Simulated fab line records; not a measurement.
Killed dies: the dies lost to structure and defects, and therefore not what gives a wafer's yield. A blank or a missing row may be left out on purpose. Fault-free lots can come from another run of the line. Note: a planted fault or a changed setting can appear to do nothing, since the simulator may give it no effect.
fab line records || flow n5-finfet
record: {"lots": 4, "wafers": 12, "last-day": 16}
route steps=1938 shown PMOS_HMC_CHANNEL_EPI@75 FIN_SAQP@90 STI_FIN_REVEAL@205 BEOL_M4@1111
lots with no fault: from the same line, run without faults
start-h: hours from the record's opening day to when the first of the lot's shown wafers began || wait-h: how many hours have passed since the lot's step before this one || " the same as in the row above || L1.1+2: a row that stands for several wafers || - value missing, or start not given || * or withheld: withheld || < > ~ a bound
route shown NAME@n: a module of which the file shows steps, and the number in the route of the first || usual: mean/standard deviation of fault-free wafers || same: alike in all rows || chamber/n: place in a boat || sites: readings site by site || _std_site: standard deviation across them || _edge_site: mean of outer sites minus mean of inner sites || radius-mm: how far each site lies from the wafer's centre || mask NAME#n: copy n || behind: the tool/chamber that last shaped the wafer || hold: why the lot was held/for how many hours/how that ended || device: transistor that didn't switch, given as n, p or np || end of line: the tests these same wafers got at the end of their route || for a step that has no rows: nothing shown but its recipe || killed: dies that structure and defects cost at the first sort, which is not the same as the wafer's yield || map: the dies of a wafer, with x for killed, . for not killed, _ for no die there
set.NAME: the run value of the setting; set.NAME@STEP: its run value at that earlier step || model.NAME: the simulator's own value behind a step, which no gauge read
lots seen at some steps along the route; tables by step, rows by wafer
services: from which hour (start-h, from the record's first day; less than 0 if before it) a tool's chamber was out of use, for how many hours, and why
== steps ==
step: N5_PMOS_HMC_CHANNEL_EPI_PRECLEAN_36
recipe: {"chemistry": "O3/DIW", "time-s": 45, "temp-c": 22, "o3-ppm": 10}
step: N5_PMOS_HMC_CHANNEL_EPI_PRECLEAN_18
recipe: {"chemistry": "DHF", "time-s": 30, "temp-c": 25, "dilution": "withheld"}
step: N5_PMOS_HMC_CHANNEL_EPI_SRD_19
recipe: {"dry": "ipa-marangoni", "do-ppb": 5, "time-s": 30, "temp-c": 23, "rinse-liquid": "diw"}
step: N5_PMOS_HMC_CHANNEL_EPI_EPI_20
recipe: {"material": "SiGe30", "mask-material": "SiO2", "pressure-torr": 20, "target-thk-a": 590, "temp-c": 600}
step: N5_PMOS_HMC_CHANNEL_EPI_HM_STRIP_35
recipe: {"chemistry": "dHF", "temp-c": 25, "material": "SiO2", "target": "SiO2", "target-depth-a": 396, "time-s": 216}
step: N5_PMOS_HMC_CHANNEL_EPI_SRD_39
recipe: {"dry": "ipa-marangoni", "time-s": 30, "temp-c": 23, "rinse-liquid": "diw"}
step: N5_PMOS_HMC_CHANNEL_EPI_CMP_21
recipe: {"material": "SiGe30", "post-cmp-clean": "alkaline-brush", "target-thk-nm": 54}
step: N5_PMOS_HMC_CHANNEL_EPI_PRECLEAN_40
recipe: {"chemistry": "DHF", "time-s": 30, "temp-c": 25, "dilution": "withheld"}
step: N5_PMOS_HMC_CHANNEL_EPI_PRECLEAN_37
recipe: {"chemistry": "O3/DIW", "time-s": 45, "temp-c": 22, "o3-ppm": 10}
step: N5_PMOS_HMC_CHANNEL_EPI_PRECLEAN_24
recipe: {"chemistry": "DHF", "time-s": 30, "temp-c": 25, "dilution": "withheld"}
step: N5_PMOS_HMC_CHANNEL_EPI_SRD_25
recipe: {"dry": "ipa-marangoni", "do-ppb": 5, "time-s": 30, "temp-c": 23, "rinse-liquid": "diw"}
step: N5_PMOS_HMC_CHANNEL_EPI_EPI_26
recipe: {"material": "Si", "target-thk-a": 38, "temp-c": 650, "precursor": "SiH4/H2", "pressure-torr": 20, "time-s": 22.7}
usual: {"throttle-valve-pct": "11.11/0.27"}
{"lot.wafer": "L788.1", "tool": "epi-rpcvd-03", "chamber": 0, "start-h": 19.63, "wait-h": 0.0, "throttle-valve-pct": 10.83, "model.Si_of_PMOS_HMC_CHANNEL_EPI_EPI_26.thk-nm": 3.897}
{"lot.wafer": "L788.3", "tool": "epi-rpcvd-03", "chamber": 0, "start-h": 19.63, "wait-h": 0.0, "throttle-valve-pct": 11.27, "model.Si_of_PMOS_HMC_CHANNEL_EPI_EPI_26.thk-nm": 3.917}
{"lot.wafer": "L788.4", "tool": "epi-rpcvd-03", "chamber": 0, "start-h": 19.63, "wait-h": 0.0, "throttle-valve-pct": 11.09, "model.Si_of_PMOS_HMC_CHANNEL_EPI_EPI_26.thk-nm": 3.929}
{"lot.wafer": "L800.1", "tool": "epi-rpcvd-03", "chamber": 0, "start-h": 91.33, "wait-h": 0.0, "throttle-valve-pct": 11.05, "model.Si_of_PMOS_HMC_CHANNEL_EPI_EPI_26.thk-nm": 5.376}
{"lot.wafer": "L800.3", "tool": "epi-rpcvd-03", "chamber": 0, "start-h": 91.33, "wait-h": 0.0, "throttle-valve-pct": 10.99, "model.Si_of_PMOS_HMC_CHANNEL_EPI_EPI_26.thk-nm": 3.813}
{"lot.wafer": "L800.6", "tool": "epi-rpcvd-03", "chamber": 0, "start-h": 91.33, "wait-h": 0.0, "throttle-valve-pct": 10.86, "model.Si_of_PMOS_HMC_CHANNEL_EPI_EPI_26.thk-nm": 3.795}
{"lot.wafer": "L802.1", "tool": "epi-rpcvd-03", "chamber": 0, "start-h": 105.01, "wait-h": 0.0, "throttle-valve-pct": 11.06, "model.Si_of_PMOS_HMC_CHANNEL_EPI_EPI_26.thk-nm": 5.379}
{"lot.wafer": "L802.3", "tool": "epi-rpcvd-03", "chamber": 0, "start-h": 105.01, "wait-h": 0.0, "throttle-valve-pct": 11.16, "model.Si_of_PMOS_HMC_CHANNEL_EPI_EPI_26.thk-nm": 3.845}
{"lot.wafer": "L802.4", "tool": "epi-rpcvd-03", "chamber": 0, "start-h": 105.01, "wait-h": 0.0, "throttle-valve-pct": 11.37, "model.Si_of_PMOS_HMC_CHANNEL_EPI_EPI_26.thk-nm": 3.852}
{"lot.wafer": "L809.2", "tool": "epi-rpcvd-04", "chamber": 0, "start-h": 146.28, "wait-h": 0.1, "throttle-valve-pct": 11.84, "model.Si_of_PMOS_HMC_CHANNEL_EPI_EPI_26.thk-nm": 3.768}
{"lot.wafer": "L809.5", "tool": "epi-rpcvd-04", "chamber": 0, "start-h": 146.28, "wait-h": 0.1, "throttle-valve-pct": 11.58, "model.Si_of_PMOS_HMC_CHANNEL_EPI_EPI_26.thk-nm": 3.78}
{"lot.wafer": "L809.6", "tool": "epi-rpcvd-04", "chamber": 0, "start-h": 146.28, "wait-h": 0.1, "throttle-valve-pct": 11.92, "model.Si_of_PMOS_HMC_CHANNEL_EPI_EPI_26.thk-nm": 3.796}
step: N5_FIN_SAQP_PRECLEAN_42
recipe: {"chemistry": "O3/DIW", "time-s": 60, "temp-c": 22, "o3-ppm": 10}
step: N5_FIN_SAQP_PRECLEAN_00
recipe: {"chemistry": "SC1", "time-s": 60, "temp-c": 55, "mix": "1:2:50"}
step: N5_FIN_SAQP_PRECLEAN_44
recipe: {"chemistry": "SC2", "time-s": 45, "temp-c": 35, "mix": "1:1:50"}
step: N5_FIN_SAQP_SRD_01
recipe: {"dry": "ipa-marangoni", "time-s": 30, "temp-c": 23, "rinse-liquid": "diw"}
step: N5_FIN_SAQP_ALD_61
recipe: {"material": "SiO2", "target-thk-a": 40, "temp-c": 300, "ald-precursor-family": "BDEAS", "ald-co-reactant": "O2-plasma", "pulse-time-s": 1, "purge-time-s": 2, "co-reactant-purge-time-s": 2, "ald-cycles": 43, "pressure-torr": 2}
step: N5_FIN_SAQP_DENSIFY_62
recipe: {"temp-c": 700, "time-s": 60, "ambient": "N2", "idle-temp-c": 600, "ramp-up-c-per-s": 150, "ramp-down-c-per-s": 60, "cool-to-c": 600}
step: N5_FIN_SAQP_HM_DEP_03
recipe: {"material": "SiNx", "target-thk-a": 380, "temp-c": 400, "precursor": "SiH4/NH3/N2", "pressure-torr": 1.5, "rf-w": 300, "time-s": 33.6}
step: N5_FIN_SAQP_PECVD_47
recipe: {"material": "a-Si", "target-thk-a": 450, "temp-c": 400, "precursor": "SiH4/He", "pressure-torr": 3, "rf-w": 100, "time-s": 36.3}
step: N5_FIN_SAQP_PECVD_48
recipe: {"material": "SiNx", "target-thk-a": 250, "temp-c": 400, "precursor": "SiH4/NH3/N2", "pressure-torr": 1.5, "rf-w": 300, "time-s": 22.1}
step: N5_FIN_SAQP_PECVD_06
recipe: {"material": "a-Si", "target-thk-a": 600, "temp-c": 400, "precursor": "SiH4/He", "pressure-torr": 3, "rf-w": 100, "time-s": 48.1}
step: N5_FIN_SAQP_HM_DEP_72
recipe: {"material": "SiO2", "target-thk-a": 120, "temp-c": 400, "precursor": "SiH4/N2O", "pressure-torr": 0.75, "rf-w": 275, "time-s": 7.2}
step: N5_FIN_SAQP_COAT_49
recipe: {"resist": "SOC", "temp-c": 250, "time-s": 60, "spin-rpm": 1500, "resist-thk-nm": 100}
step: N5_FIN_SAQP_COAT_50
recipe: {"resist": "SiARC", "temp-c": 220, "time-s": 60, "spin-rpm": 1500, "resist-thk-nm": 35}
step: N5_FIN_SAQP_COAT_10
recipe: {"resist": "CAR-ArF", "spin-rpm": 1500, "resist-thk-nm": 90}
step: N5_FIN_SAQP_EBR_12
recipe: {"solvent": "PGMEA", "ebr-width-mm": 1.5}
step: N5_FIN_SAQP_SOFTBAKE_11
recipe: {"temp-c": 110, "time-s": 60, "resist": "CAR-ArF"}
step: N5_FIN_SAQP_EXPOSE_13
recipe: {"mask-id": "FIN_CORE", "na": 1.35, "source-shape": "dipole", "sigma-inner": 0.538, "sigma-outer": 0.738, "polarization": "te", "target-cd-nm": 35.6, "dose-mj": 63.25}
step: N5_FIN_SAQP_PEB_14
recipe: {"peb-temp-c": "withheld", "peb-time-s": 60, "resist": "CAR-ArF"}
step: N5_FIN_SAQP_DEVELOP_15
recipe: {"develop-time-s": 30, "developer": "TMAH", "resist": "CAR-ArF", "dev-temp-c": 23, "rinse-liquid": "diw", "dry": "air-spin"}
step: N5_FIN_SAQP_DESCUM_21
recipe: {"chemistry": "O2", "time-s": 7.9, "source-power-w": 50, "bias-power-w": 20, "pressure-mtorr": 20, "rf-frequency-hz": 2.712e+07, "temp-c": 40, "resist": "CAR-ArF", "o2-flow-sccm": 225}
step: N5_FIN_SAQP_ETCH_51
recipe: {"chemistry": "CF4", "target": "SiARC", "target-depth-a": 455, "mask-material": "CAR-ArF", "time-s": 75.8, "ion-energy-ev": 80, "pressure-mtorr": 40, "source-w": 545, "bias-w": 36, "Ar_flow_sccm": 100, "cf4-flow-sccm": 100, "ends": "cleared"}
step: N5_FIN_SAQP_ETCH_52
recipe: {"chemistry": "N2/H2", "target": "SOC", "target-depth-a": 1000, "overetch-a": 200, "mask-material": "SiARC", "temp-c": 40, "time-s": 150, "ion-energy-ev": 200, "pressure-mtorr": 30, "source-w": 840, "bias-w": 150, "n2-flow-sccm": 200, "h2-flow-sccm": 200, "ends": "end-point"}
step: N5_STI_FIN_REVEAL_CLEAN_19
recipe: {"chemistry": "O3/DIW", "temp-c": 25, "time-s": 120, "o3-ppm": 10}
{"lot.wafer": "L788.1+3+4", "tool": "wet-bench-01", "chamber": "2,4,5", "start-h": 36.35, "wait-h": 0.1, "model.Si_of_PMOS_HMC_CHANNEL_EPI_EPI_26.thk-nm": 2.6}
{"lot.wafer": "L800.1", "tool": "wet-bench-05", "chamber": 0, "start-h": 108.43, "wait-h": 0.1, "model.Si_of_PMOS_HMC_CHANNEL_EPI_EPI_26.thk-nm": 4}
{"lot.wafer": "L800.3+6", "tool": "wet-bench-05", "chamber": "4,7", "start-h": 108.43, "wait-h": 0.1, "model.Si_of_PMOS_HMC_CHANNEL_EPI_EPI_26.thk-nm": 2.4}
{"lot.wafer": "L802.1", "tool": "wet-bench-01", "chamber": 1, "start-h": 122.09, "wait-h": 0.1, "model.Si_of_PMOS_HMC_CHANNEL_EPI_EPI_26.thk-nm": 4}
{"lot.wafer": "L802.3+4", "tool": "wet-bench-01", "chamber": "7,2", "start-h": 122.09, "wait-h": 0.1, "model.Si_of_PMOS_HMC_CHANNEL_EPI_EPI_26.thk-nm": 2.6}
{"lot.wafer": "L809.2+5+6", "tool": "wet-bench-01", "chamber": "0,5,2", "start-h": 163.07, "wait-h": 0.1, "model.Si_of_PMOS_HMC_CHANNEL_EPI_EPI_26.thk-nm": 2.4}
step: N5_BEOL_M4_RC_MEAS_101
usual: {"DIBL_N": "36.5/1.4", "DIBL_P": "36.6/1.9", "IOFF_N": "0.167/0.029", "IOFF_P": "0.21/0.033", "ION_N": "674/12", "ION_P": "460/8.9", "SS_N": "71.6/0.57", "SS_P": "73.4/0.61", "VT_N": "249/3.3", "VT_P": "-250/3.3"}
{"lot.wafer": "L788.1", "tool": "prober-01", "chamber": 0, "start-h": 178.00, "wait-h": 0.0, "DIBL_N[mV/V]": 35.2, "DIBL_P[mV/V]": 33.8, "IOFF_N[nA/um]": 0.144, "IOFF_P[nA/um]": 0.21, "ION_N[uA/um]": 669, "ION_P[uA/um]": 465, "SS_N[mV/dec]": 71.0, "SS_P[mV/dec]": 72.8, "VT_N[mV]": 249, "VT_P[mV]": -252}
{"lot.wafer": "L788.3", "tool": "prober-01", "chamber": 0, "start-h": 178.00, "wait-h": 0.0, "DIBL_N[mV/V]": 35.0, "DIBL_P[mV/V]": 33.6, "IOFF_N[nA/um]": 0.147, "IOFF_P[nA/um]": 0.21, "ION_N[uA/um]": 681, "ION_P[uA/um]": 467, "SS_N[mV/dec]": 70.3, "SS_P[mV/dec]": 72.9, "VT_N[mV]": 252, "VT_P[mV]": -247}
{"lot.wafer": "L788.4", "tool": "prober-01", "chamber": 0, "start-h": 178.00, "wait-h": 0.0, "DIBL_N[mV/V]": 36.0, "DIBL_P[mV/V]": 33.8, "IOFF_N[nA/um]": 0.158, "IOFF_P[nA/um]": 0.21, "ION_N[uA/um]": 675, "ION_P[uA/um]": 468, "SS_N[mV/dec]": 70.6, "SS_P[mV/dec]": 73.5, "VT_N[mV]": 251, "VT_P[mV]": -248}
{"lot.wafer": "L800.1", "tool": "prober-02", "chamber": 0, "start-h": 242.09, "wait-h": 0.0, "DIBL_N[mV/V]": 37.1, "DIBL_P[mV/V]": 37.3, "IOFF_N[nA/um]": 0.165, "IOFF_P[nA/um]": 0.16, "ION_N[uA/um]": 669, "ION_P[uA/um]": 445, "SS_N[mV/dec]": 71.9, "SS_P[mV/dec]": 73.7, "VT_N[mV]": 248, "VT_P[mV]": -257}
{"lot.wafer": "L800.3", "tool": "prober-02", "chamber": 0, "start-h": 242.09, "wait-h": 0.0, "DIBL_N[mV/V]": 36.3, "DIBL_P[mV/V]": 36.1, "IOFF_N[nA/um]": 0.164, "IOFF_P[nA/um]": 0.17, "ION_N[uA/um]": 669, "ION_P[uA/um]": 452, "SS_N[mV/dec]": 70.9, "SS_P[mV/dec]": 72.8, "VT_N[mV]": 246, "VT_P[mV]": -253}
{"lot.wafer": "L800.6", "tool": "prober-02", "chamber": 0, "start-h": 242.09, "wait-h": 0.0, "DIBL_N[mV/V]": 37.2, "DIBL_P[mV/V]": 37.6, "IOFF_N[nA/um]": 0.186, "IOFF_P[nA/um]": 0.19, "ION_N[uA/um]": 674, "ION_P[uA/um]": 450, "SS_N[mV/dec]": 71.9, "SS_P[mV/dec]": 74.1, "VT_N[mV]": 244, "VT_P[mV]": -253}
{"lot.wafer": "L802.1", "tool": "prober-02", "chamber": 0, "start-h": 263.65, "wait-h": 0.0, "DIBL_N[mV/V]": 38.7, "DIBL_P[mV/V]": 38.8, "IOFF_N[nA/um]": 0.202, "IOFF_P[nA/um]": 0.24, "ION_N[uA/um]": 677, "ION_P[uA/um]": 458, "SS_N[mV/dec]": 71.3, "SS_P[mV/dec]": 73.5, "VT_N[mV]": 249, "VT_P[mV]": -248}
{"lot.wafer": "L802.3", "tool": "prober-02", "chamber": 0, "start-h": 263.65, "wait-h": 0.0, "DIBL_N[mV/V]": 35.9, "DIBL_P[mV/V]": 36.9, "IOFF_N[nA/um]": 0.154, "IOFF_P[nA/um]": 0.23, "ION_N[uA/um]": 678, "ION_P[uA/um]": 474, "SS_N[mV/dec]": 72.1, "SS_P[mV/dec]": 72.9, "VT_N[mV]": 250, "VT_P[mV]": -247}
{"lot.wafer": "L802.4", "tool": "prober-02", "chamber": 0, "start-h": 263.65, "wait-h": 0.0, "DIBL_N[mV/V]": 35.9, "DIBL_P[mV/V]": 36.2, "IOFF_N[nA/um]": 0.146, "IOFF_P[nA/um]": 0.22, "ION_N[uA/um]": 668, "ION_P[uA/um]": 462, "SS_N[mV/dec]": 71.3, "SS_P[mV/dec]": 72.9, "VT_N[mV]": 250, "VT_P[mV]": -247}
{"lot.wafer": "L809.2", "tool": "prober-02", "chamber": 0, "start-h": 295.33, "wait-h": 0.2, "DIBL_N[mV/V]": 36.9, "DIBL_P[mV/V]": 38.4, "IOFF_N[nA/um]": 0.195, "IOFF_P[nA/um]": 0.26, "ION_N[uA/um]": 682, "ION_P[uA/um]": 473, "SS_N[mV/dec]": 71.7, "SS_P[mV/dec]": 73.6, "VT_N[mV]": 243, "VT_P[mV]": -246}
{"lot.wafer": "L809.5", "tool": "prober-02", "chamber": 0, "start-h": 295.33, "wait-h": 0.2, "DIBL_N[mV/V]": 34.3, "DIBL_P[mV/V]": 34.8, "IOFF_N[nA/um]": 0.140, "IOFF_P[nA/um]": 0.20, "ION_N[uA/um]": 667, "ION_P[uA/um]": 461, "SS_N[mV/dec]": 70.7, "SS_P[mV/dec]": 73.1, "VT_N[mV]": 251, "VT_P[mV]": -251}
{"lot.wafer": "L809.6", "tool": "prober-02", "chamber": 0, "start-h": 295.33, "wait-h": 0.2, "DIBL_N[mV/V]": 37.8, "DIBL_P[mV/V]": 39.7, "IOFF_N[nA/um]": 0.221, "IOFF_P[nA/um]": 0.30, "ION_N[uA/um]": 698, "ION_P[uA/um]": 475, "SS_N[mV/dec]": 71.8, "SS_P[mV/dec]": 74.1, "VT_N[mV]": 243, "VT_P[mV]": -245}
== services ==
{"tool": "epi-rpcvd-03", "chamber": "-", "start-h": -3.93, "hours": 0.4, "kind": "repair"}
{"tool": "epi-rpcvd-03", "chamber": "-", "start-h": 67.67, "hours": 0.3, "kind": "repair"}
{"tool": "epi-rpcvd-03", "chamber": "-", "start-h": 81.92, "hours": 2.3, "kind": "repair"}
== key ==
first-sign none at tools or gauges
model-effect: {"step": "N5_PMOS_HMC_CHANNEL_EPI_EPI_26", "value": "Si_of_PMOS_HMC_CHANNEL_EPI_EPI_26.thk-nm", "without": 3.815, "struck": 5.377}
model-effect: {"step": "N5_STI_FIN_REVEAL_CLEAN_19", "value": "Si_of_PMOS_HMC_CHANNEL_EPI_EPI_26.thk-nm", "without": 2.4, "struck": 4}
met-at N5_PMOS_HMC_CHANNEL_EPI_EPI_26
struck-wafers L800.1,L802.1
onset-between 19.63 91.33
fault: {"kind": "process-parameter-drift", "tool": "epi-rpcvd-03", "chamber": "-", "onset-h": 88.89, "steps": "N5_PMOS_HMC_CHANNEL_EPI_EPI_26", "channel": "time-s", "offset": "*", "shape": "step", "end-h": 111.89, "scope": "struck-wafers-only", "acts-in": "*", "stated": "*"}
